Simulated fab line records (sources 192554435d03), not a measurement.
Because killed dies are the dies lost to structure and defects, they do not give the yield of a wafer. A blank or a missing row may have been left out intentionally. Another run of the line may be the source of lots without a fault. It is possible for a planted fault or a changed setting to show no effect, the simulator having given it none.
Split-lot study ; flow n5_finfet ; 7 lots, 21 wafers read, on a route of 1938 steps

## ABOUT THE SPLIT
At N5_SDB_COAT_04 (time 60 s, resist thk 18 nm), the setting spin_rpm was moved away from the recipe's 1500 rpm on 9 of the 21 wafers read, by -8.0% to +10.5%. This setting was run at the recipe's value on the other wafers.

## FROM THE SPLIT TO THE READING: what the file shows between them, 4 steps
- N5_SDB_COAT_05: resist thk 90 nm
- N5_SDB_EBR_07
- N5_SDB_DESCUM_16: chemistry O2, time 7.9 s
- N5_SDB_ETCH_17: etches SiARC in CF4, target depth 23.4 nm, time 39 s

## THE READING
SiARC_of_SDB_COAT_04.thk_nm (the simulator's own value, which no gauge read), in nm, at N5_SDB_ETCH_18 (etches SOC in N2/H2, target depth 100 nm, overetch 20 nm, time 150 s). No usual value for it is given in the file. Here, 12 wafers ran the recipe; their average is 12.7 nm with a standard deviation of 0.21 nm.

wafer;tool, chamber at the split;spin_rpm as run, rpm;against the recipe;SiARC_of_SDB_COAT_04.thk_nm, nm;against lot-mates on the recipe
L076.4;litho_track-02, 0;1544;+2.9%;12.4;-0.6
L076.5;litho_track-02, 0;1544;+2.9%;12.6;-0.4
L076.6;litho_track-02, 0;1500;recipe;13;-
L079.2;litho_track-04, 0;1500;recipe;12.6;-
L079.3;litho_track-04, 0;1500;recipe;12.4;-
L079.4;litho_track-04, 0;1500;recipe;12.6;-
L080.1;litho_track-04, 0;1596;+6.4%;11.8;-0.6
L080.3;litho_track-04, 0;1500;recipe;12.4;-
L080.6;litho_track-04, 0;1596;+6.4%;11.8;-0.6
L084.1;litho_track-04, 0;1658;+10.5%;12;-1.0
L084.4;litho_track-04, 0;1658;+10.5%;12;-1.0
L084.2;litho_track-04, 0;1500;recipe;13;-
L087.2;litho_track-04, 0;1500;recipe;12.8;-
L087.3;litho_track-04, 0;1500;recipe;12.6;-
L087.4;litho_track-04, 0;1500;recipe;12.6;-
L088.3;litho_track-02, 0;1500;recipe;12.6;-
L088.4;litho_track-02, 0;1380;-8.0%;13.2;+0.5
L088.5;litho_track-02, 0;1500;recipe;12.8;-
L092.1;litho_track-01, 0;1500;recipe;13;-
L092.2;litho_track-01, 0;1557;+3.8%;12.8;-0.2
L092.3;litho_track-01, 0;1557;+3.8%;12.8;-0.2

THE FIT
A straight line over all 21 wafers: SiARC_of_SDB_COAT_04.thk_nm changes by -0.0742 nm for each +1% of spin_rpm; r = -0.78; the points scatter about the line by 0.25 nm.
The same after taking each lot's own level away (the mean of its wafers on the recipe; 21 wafers): -0.0868 nm for each +1%; r = -0.95; scatter 0.12 nm.
According to that fit, moving spin_rpm by its largest amount changes the reading by 0.91 nm.
The span of the lots' own levels, 12.40 to 13.00 nm, comes to 2.9 times the standard deviation stated above.
So the lot-to-lot level blurs the effect unless lot-mates are compared.
Check: for one of the wafers moved furthest among these (+10.5%), held out of the fit, the line's prediction against its lot-mates is -0.927 nm. Against them it came out at -1 nm.

## THE WHOLE CHAIN: every reading that the file lists as answering this split, in the file's order
step;what it does;reading;change (the file's fit);r (the file's)
N5_SDB_COAT_04;time 60 s, resist thk 18 nm;SiARC_of_SDB_COAT_04.thk_nm (the simulator's own value, which no gauge read);-0.0926 nm for each +1% of the setting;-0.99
N5_SDB_ETCH_17;etches SiARC in CF4, target depth 23.4 nm, time 39 s;etch.depth_nm (the simulator's own value, which no gauge read);-0.0878 nm for each +1% of the setting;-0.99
N5_SDB_ETCH_18;etches SOC in N2/H2, target depth 100 nm, overetch 20 nm, time 150 s;SiARC_of_SDB_COAT_04.thk_nm (the simulator's own value, which no gauge read);-0.0862 nm for each +1% of the setting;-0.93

## THE FILE'S OWN FIT
SiARC_of_SDB_COAT_04.thk_nm changes by -0.0862 nm for each +1% of spin_rpm, r = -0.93.
